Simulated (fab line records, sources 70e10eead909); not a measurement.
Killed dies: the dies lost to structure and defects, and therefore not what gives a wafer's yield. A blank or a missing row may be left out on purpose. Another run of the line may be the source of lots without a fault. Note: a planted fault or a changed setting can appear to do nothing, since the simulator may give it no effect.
The tool behind it: which one? | flow nandHarc | 39 wafers from 13 lots sampled at 5 of the route's 1159 steps

== WHAT EACH GAUGE READ, for each wafer ==
NHARC_END_SORT_01. Usual: defectLimitedYield 95.1 %, standard deviation 1.8; killedAtArray 29, standard deviation 11; killedAtOther 0.5, standard deviation 0.8; killedAtPeriphery 3.5, standard deviation 2.8; killedDies 33, standard deviation 12; killedOpen 3.1, standard deviation 1.8; killedShort 1.8, standard deviation 1.4; sort_bin_2_pct 1.5 %, standard deviation 0.65; sort_bin_3_pct 0.24 %, standard deviation 0.21; sort_bin_4_pct 3.1 %, standard deviation 1.2; sortNPass 644, standard deviation 12; sortRimYieldPct 97.5 %, standard deviation 1.9; sortYieldPct 95.1 %, standard deviation 1.8.
lot  | measured     | on        | defectLimitedYield (%) | killedAtArray | killedAtOther | killedAtPeriphery | killedDies | killedOpen | killedShort | sort_bin_2_pct (%) | sort_bin_3_pct (%) | sort_bin_4_pct (%) | sortNPass   | sortRimYieldPct (%) | sortYieldPct (%) | flag
L515 | day 19 12:22 | prober-02 | 97.6 97.9 97.2         | 12 10 16      | 0 0 0         | 4 4 3             | 16 14 19   | 4 1 3      | 0 0 4       | 0.9 0.7 1.0        | 0 0 0.15           | 1.5 1.3 1.6        | 661 663 658 | 100.0 98.1 99.1     | 97.6 97.9 97.2   | 
L513 | day 20 13:37 | prober-02 | 92.9 95.3 93.2         | 42 23 34      | 2 1 1         | 4 8 11            | 48 32 46   | 3 3 1      | 5 1 2       | 1.0 1.2 1.9        | 0.15 0.30 0        | 5.9 3.2 4.9        | 629 645 631 | 99.1 98.1 97.2      | 92.9 95.3 93.2   | 
L516 | day 20 20:37 | prober-02 | 94.1 93.4 93.1         | 38 42 41      | 1 0 0         | 1 3 6             | 40 45 47   | 2 1 6      | 2 4 1       | 1.3 1.8 1.9        | 0.30 0.59 0.15     | 4.3 4.3 4.9        | 637 632 630 | 97.2 100.0 98.1     | 94.1 93.4 93.1   | 
L526 | day 22 19:23 | prober-01 | 0 95.9 95.9            | 18 15 24      | 656 2 1       | 3 11 3            | 677 28 28  | 2 2 4      | 3 2 1       | 98.1 1.8 2.1       | 0 0.30 0           | 1.9 2.1 2.1        | 0 649 649   | 0 97.2 97.2         | 0 95.9 95.9      | OFF
L525 | day 22 17:23 | prober-02 | 94.5 0 93.1            | 35 49 46      | 0 624 0       | 2 4 1             | 37 677 47  | 2 2 2      | 0 6 2       | 2.2 95.0 2.1       | 0 0.15 0.74        | 3.2 4.9 4.1        | 640 0 630   | 99.1 0 95.3         | 94.5 0 93.1      | OFF
L530 | day 23 15:29 | prober-01 | 94.8 97.0 96.5         | 31 16 21      | 1 2 0         | 3 2 3             | 35 20 24   | 7 3 3      | 4 1 4       | 1.3 1.2 1.0        | 0.15 0.15 0.30     | 3.7 1.6 2.2        | 642 657 653 | 96.2 99.1 100.0     | 94.8 97.0 96.5   | 
L529 | day 24 00:53 | prober-01 | 95.9 92.5 93.4         | 21 40 38      | 2 0 1         | 5 11 6            | 28 51 45   | 4 5 6      | 1 4 0       | 1.2 2.5 2.1        | 0.15 0.59 0.30     | 2.8 4.4 4.3        | 649 626 632 | 99.1 96.2 92.5      | 95.9 92.5 93.4   | 
L533 | day 25 08:32 | prober-01 | 95.9 94.5 94.4         | 27 29 33      | 0 2 1         | 1 6 4             | 28 37 38   | 0 3 2      | 1 0 2       | 0.6 1.0 2.1        | 0.15 0 0.44        | 3.4 4.4 3.1        | 649 640 639 | 100.0 95.3 100.0    | 95.9 94.5 94.4   | 
L534 | day 25 03:05 | prober-01 | 94.4 93.2 91.9         | 37 45 50      | 0 0 1         | 1 1 4             | 38 46 55   | 2 1 1      | 2 2 6       | 1.8 2.5 3.1        | 0.30 0.15 0.44     | 3.5 4.1 4.6        | 639 631 622 | 100.0 97.2 99.1     | 94.4 93.2 91.9   | 

== WHAT TOOL EACH LOT RAN ON (gives the tool, then ch and the chambers of the sampled wafers, and finally the start) ==
lot  | NHARC_THIN_TSV_DEP_43           | NHARC_THIN_TSV_DEP_47           | NHARC_THIN_TSV_ETCHBACK_48        | NHARC_THIN_TSV_PRE_CLEAN_54
L515 | pecvd-03 ch 1,2, day 18 22:05   | pecvd-04 ch 0,2, day 19 00:53   | rieDiel-02 ch 0,1, day 19 01:25   | pvdSputter-03, day 19 04:12
L514 | pecvd-02 ch 0,1,2, day 19 03:38 | pecvd-03 ch 0,2, day 19 06:29   | rieDiel-13 ch 0,1, day 19 07:02   | pvdSputter-01, day 19 09:44
L513 | pecvd-02 ch 0,1, day 19 06:03   | pecvd-02 ch 0,1,2, day 19 08:49 | rieDiel-13 ch 1,2, day 19 09:12   | pvdSputter-03, day 19 12:10
L512 | pecvd-03 ch 0,2, day 19 07:16   | pecvd-03 ch 0,2, day 19 10:03   | rieDiel-11 ch 0,1,3, day 19 10:35 | pvdSputter-01, day 19 13:13
L516 | pecvd-02 ch 0,2, day 19 10:11   | pecvd-02 ch 0,2, day 19 12:56   | rieDiel-02 ch 2,3, day 19 13:15   | pvdSputter-02, day 19 15:52
L517 | pecvd-04 ch 0,2, day 19 16:47   | pecvd-02 ch 0,1, day 19 19:25   | rieDiel-02 ch 0,3, day 19 19:49   | pvdSputter-02, day 19 22:38
L521 | pecvd-04 ch 0,2, day 21 01:58   | pecvd-02 ch 1,2, day 21 05:17   | rieDiel-11 ch 1,2, day 21 05:47   | pvdSputter-02, day 21 08:22
L526 | pecvd-02 ch 0,1,2, day 22 01:09 | pecvd-02 ch 0,1,2, day 22 03:49 | rieDiel-13 ch 1,2,3, day 22 04:17 | pvdSputter-01, day 22 06:47
L525 | pecvd-02 ch 0,2, day 22 02:20   | pecvd-04 ch 0,1, day 22 04:48   | rieDiel-11 ch 0,1,3, day 22 05:12 | pvdSputter-01, day 22 07:48
L530 | pecvd-03 ch 0,1,2, day 23 01:11 | pecvd-02 ch 1,2, day 23 03:56   | rieDiel-13 ch 1,2, day 23 04:19   | pvdSputter-01, day 23 07:07
L529 | pecvd-04 ch 0,1,2, day 23 02:29 | pecvd-03 ch 0,1,2, day 23 05:09 | rieDiel-13 ch 1,2, day 23 05:25   | pvdSputter-02, day 23 08:07
L533 | pecvd-03 ch 1,2, day 24 08:26   | pecvd-03 ch 1,2, day 24 11:29   | rieDiel-02 ch 0,2,3, day 24 11:53 | pvdSputter-01, day 24 14:43
L534 | pecvd-03 ch 0,1,2, day 24 09:47 | pecvd-02 ch 0,1,2, day 24 12:20 | rieDiel-13 ch 0,2,3, day 24 12:40 | pvdSputter-03, day 24 15:24
- NHARC_THIN_TSV_DEP_43: deposits SiO2, target thk 1328.5 nm.
- NHARC_THIN_TSV_DEP_47: deposits SiO2, target thk 200 nm.
- NHARC_THIN_TSV_ETCHBACK_48: etches the open film in C4F8/Ar, target depth 1028.5 nm, time 405.17 s.
- NHARC_THIN_TSV_PRE_CLEAN_54: time 30 s.

== WHAT THE TOOLS THEMSELVES READ (means of the sampled wafers that have a number; where no wafer has one, the mark that the record gives instead) ==
NHARC_THIN_TSV_DEP_43. Usual: throttleValvePct reads 15.7 % (standard deviation 0.56).
lot  | tool     | throttleValvePct (%) | flag
L515 | pecvd-03 | 16.0                 | 
L514 | pecvd-02 | 15.8                 | 
L513 | pecvd-02 | 15.7                 | 
L512 | pecvd-03 | 16.0                 | 
L516 | pecvd-02 | 15.3                 | 
L517 | pecvd-04 | 15.1                 | 
L521 | pecvd-04 | 15.4                 | 
L526 | pecvd-02 | 15.7                 | 
L525 | pecvd-02 | 15.4                 | 
L530 | pecvd-03 | 15.6                 | 
L529 | pecvd-04 | 15.8                 | 
L533 | pecvd-03 | 16.0                 | 
L534 | pecvd-03 | 15.7                 | 

NHARC_THIN_TSV_DEP_47. Usual: throttleValvePct reads 15.7 % (standard deviation 0.56).
lot  | tool     | throttleValvePct (%) | flag
L515 | pecvd-04 | 15.3                 | 
L514 | pecvd-03 | 16.0                 | 
L513 | pecvd-02 | 15.5                 | 
L512 | pecvd-03 | 16.0                 | 
L516 | pecvd-02 | 15.1                 | 
L517 | pecvd-02 | 16.0                 | 
L521 | pecvd-02 | 15.6                 | 
L526 | pecvd-02 | 15.7                 | 
L525 | pecvd-04 | 16.0                 | 
L530 | pecvd-02 | 15.7                 | 
L529 | pecvd-03 | 15.6                 | 
L533 | pecvd-03 | 16.0                 | 
L534 | pecvd-02 | 15.6                 | 

NHARC_THIN_TSV_ETCHBACK_48. Usual: oesProductAu 0.94 a.u., standard deviation 0.032; rfVppV 546.9 V, standard deviation 2.5.
lot  | tool       | oesProductAu (a.u.) | rfVppV (V) | flag
L515 | rieDiel-02 | 1.00                | 542.8      | 
L514 | rieDiel-13 | 0.92                | 548.1      | 
L513 | rieDiel-13 | 0.92                | 547.7      | 
L512 | rieDiel-11 | 0.91                | 548.6      | 
L516 | rieDiel-02 | 0.98                | 546.1      | 
L517 | rieDiel-02 | 0.96                | 543.6      | 
L521 | rieDiel-11 | 0.92                | 547.5      | 
L526 | rieDiel-13 | 0.97                | 548.9      | 
L525 | rieDiel-11 | 0.96                | 548.7      | 
L530 | rieDiel-13 | 0.93                | 545.7      | 
L529 | rieDiel-13 | 0.99                | 547.3      | 
L533 | rieDiel-02 | 0.92                | 545.4      | 
L534 | rieDiel-13 | 0.92                | 546.3      | 

NHARC_THIN_TSV_PRE_CLEAN_54. Usual: heaterPowerW reads 405 W (standard deviation 39).
lot  | tool          | heaterPowerW (W) | flag
L515 | pvdSputter-03 | 392              | 
L514 | pvdSputter-01 | 404              | 
L513 | pvdSputter-03 | 384              | 
L512 | pvdSputter-01 | 374              | 
L516 | pvdSputter-02 | 446              | 
L517 | pvdSputter-02 | 442              | 
L521 | pvdSputter-02 | 421              | 
L526 | pvdSputter-01 | 351              | 
L525 | pvdSputter-01 | 412              | 
L530 | pvdSputter-01 | 450              | 
L529 | pvdSputter-02 | 413              | 
L533 | pvdSputter-01 | 383              | 
L534 | pvdSputter-03 | 403              | 

== THE ANSWER, worked out from the rows above alone ==
Rule: a lot is off if the mean of its wafers that have a number lies more than 3 standard deviations from the usual mean. Also off: a lot with no number at a reading for which 4 or more lots have one. Where the step has rows for the other lots, those lots are counted as sound. First the gauges in route order, then the tools' own readings, where a lot's mean is used as printed above. At the first step where some lot is off, the reading lying furthest off is the one used; lots without a number count as furthest.
Off: L526, L525 (NHARC_END_SORT_01, killedAtOther). Neither off nor sound, because the step has no rows for them: L514, L512, L517, L521.
A tool fits if, at a process step before that reading, it ran every lot that is off, and no sound lot after the first of them. The gauges at NHARC_END_SORT_01 are tried like those tools. One fits: NHARC_THIN_TSV_DEP_43 on pecvd-02. A fault onset in the window from L516 (day 19 10:11, its last sound lot) to L526 (day 22 01:09, its first lot off) fits.

== WHAT THE SIMULATOR HAD INSERTED ==
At NHARC_THIN_TSV_DEP_43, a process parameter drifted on pecvd-02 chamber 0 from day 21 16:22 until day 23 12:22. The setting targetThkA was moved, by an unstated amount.
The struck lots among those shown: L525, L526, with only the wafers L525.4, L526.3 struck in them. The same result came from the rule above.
